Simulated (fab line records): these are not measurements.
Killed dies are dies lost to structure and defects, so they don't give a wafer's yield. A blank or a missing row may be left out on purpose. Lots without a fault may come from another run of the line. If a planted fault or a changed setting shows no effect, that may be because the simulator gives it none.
Matching of chambers :: flow nand harc :: NHARC_P_BONDPAD_STRIP_15 on rie diel-13 has 4 sister chambers
The step strips in O2. 14 wafers are shown with their chamber, then 7 later ones without.

## EACH WAFER AND ITS CHAMBER
wafer: L944.2
chamber: 1
showerhead plenum p Torr (Torr): 3.53
drypump motor current A (A): 5.7
oes product au (a.u.): 0.989

wafer: L944.3
chamber: 3
showerhead plenum p Torr (Torr): 3.64
drypump motor current A (A): 6.0
oes product au (a.u.): 1.013

wafer: L944.6
chamber: 1
showerhead plenum p Torr (Torr): 3.53
drypump motor current A (A): 5.7
oes product au (a.u.): 0.994

wafer: L946.1
chamber: 1
showerhead plenum p Torr (Torr): 3.53
drypump motor current A (A): 5.7
oes product au (a.u.): 1.001

wafer: L946.3
chamber: 2
showerhead plenum p Torr (Torr): 3.35
drypump motor current A (A): 5.6
oes product au (a.u.): 0.995

wafer: L946.5
chamber: 1
showerhead plenum p Torr (Torr): 3.53
drypump motor current A (A): 5.7
oes product au (a.u.): 0.995

wafer: L947.2
chamber: 1
showerhead plenum p Torr (Torr): 3.53
drypump motor current A (A): 5.7
oes product au (a.u.): 0.990

wafer: L947.5
chamber: 3
showerhead plenum p Torr (Torr): 3.64
drypump motor current A (A): 6.0
oes product au (a.u.): 1.011

wafer: L947.6
chamber: 0
showerhead plenum p Torr (Torr): 3.53
drypump motor current A (A): 6.0
oes product au (a.u.): 1.014

wafer: L952.1
chamber: 1
showerhead plenum p Torr (Torr): 3.53
drypump motor current A (A): 5.7
oes product au (a.u.): 0.991

wafer: L952.4
chamber: 0
showerhead plenum p Torr (Torr): 3.53
drypump motor current A (A): 6.1
oes product au (a.u.): 1.013

wafer: L952.5
chamber: 3
showerhead plenum p Torr (Torr): 3.64
drypump motor current A (A): 6.0
oes product au (a.u.): 1.002

wafer: L959.1
chamber: 1
showerhead plenum p Torr (Torr): 3.53
drypump motor current A (A): 5.7
oes product au (a.u.): 0.996

wafer: L959.3
chamber: 2
showerhead plenum p Torr (Torr): 3.34
drypump motor current A (A): 5.6
oes product au (a.u.): 0.994

SIGNATURES (means of the wafers above)
reading: showerhead plenum p Torr
chamber 0: 3.5300
chamber 1: 3.5300
chamber 2: 3.3450
chamber 3: 3.6400
scatter within a chamber: 0.00224

reading: drypump motor current A
chamber 0: 6.050
chamber 1: 5.700
chamber 2: 5.600
chamber 3: 6.000
scatter within a chamber: 0.0224

reading: oes product au
chamber 0: 1.01350
chamber 1: 0.99371
chamber 2: 0.99450
chamber 3: 1.00867
scatter within a chamber: 0.00416
Rule: distance of a wafer from a chamber = root of the sum over the readings of ((wafer's reading minus chamber's mean) / reading's scatter) squared. If the next closest chamber is less than 2 further off than the closest, the wafer can't be placed; otherwise it belongs to the closest. The scatter: the root of (the sum of the squares of (reading less its chamber's mean) over the shown wafers, divided by (wafers less chambers)).

## WAFERS WITHOUT THEIR CHAMBER
wafer: L959.5
showerhead plenum p Torr (Torr): 3.53
drypump motor current A (A): 6.1
oes product au (a.u.): 1.011

wafer: L965.1
showerhead plenum p Torr (Torr): 3.64
drypump motor current A (A): 6.0
oes product au (a.u.): 1.015

wafer: L965.2
showerhead plenum p Torr (Torr): 3.53
drypump motor current A (A): 5.7
oes product au (a.u.): 1.012

wafer: L965.3
showerhead plenum p Torr (Torr): 3.34
drypump motor current A (A): 5.7
oes product au (a.u.): 1.005

wafer: L967.1
showerhead plenum p Torr (Torr): 3.34
drypump motor current A (A): 5.6
oes product au (a.u.): 0.997

wafer: L967.5
showerhead plenum p Torr (Torr): 3.34
drypump motor current A (A): 5.6
oes product au (a.u.): 0.995

wafer: L967.6
showerhead plenum p Torr (Torr): 3.64
drypump motor current A (A): 6.0
oes product au (a.u.): 1.005

## CHAMBER TAKEN BY EACH
wafer: L959.5
from the rows above: 0
in truth: 0

wafer: L965.1
from the rows above: 3
in truth: 3

wafer: L965.2
from the rows above: 1
in truth: 1

wafer: L965.3
from the rows above: 2
in truth: 2

wafer: L967.1
from the rows above: 2
in truth: 2

wafer: L967.5
from the rows above: 2
in truth: 2

wafer: L967.6
from the rows above: 3
in truth: 3
Correct placement for 7 of the 7. Can't be placed from these rows: 0. Number placed wrongly: 0.
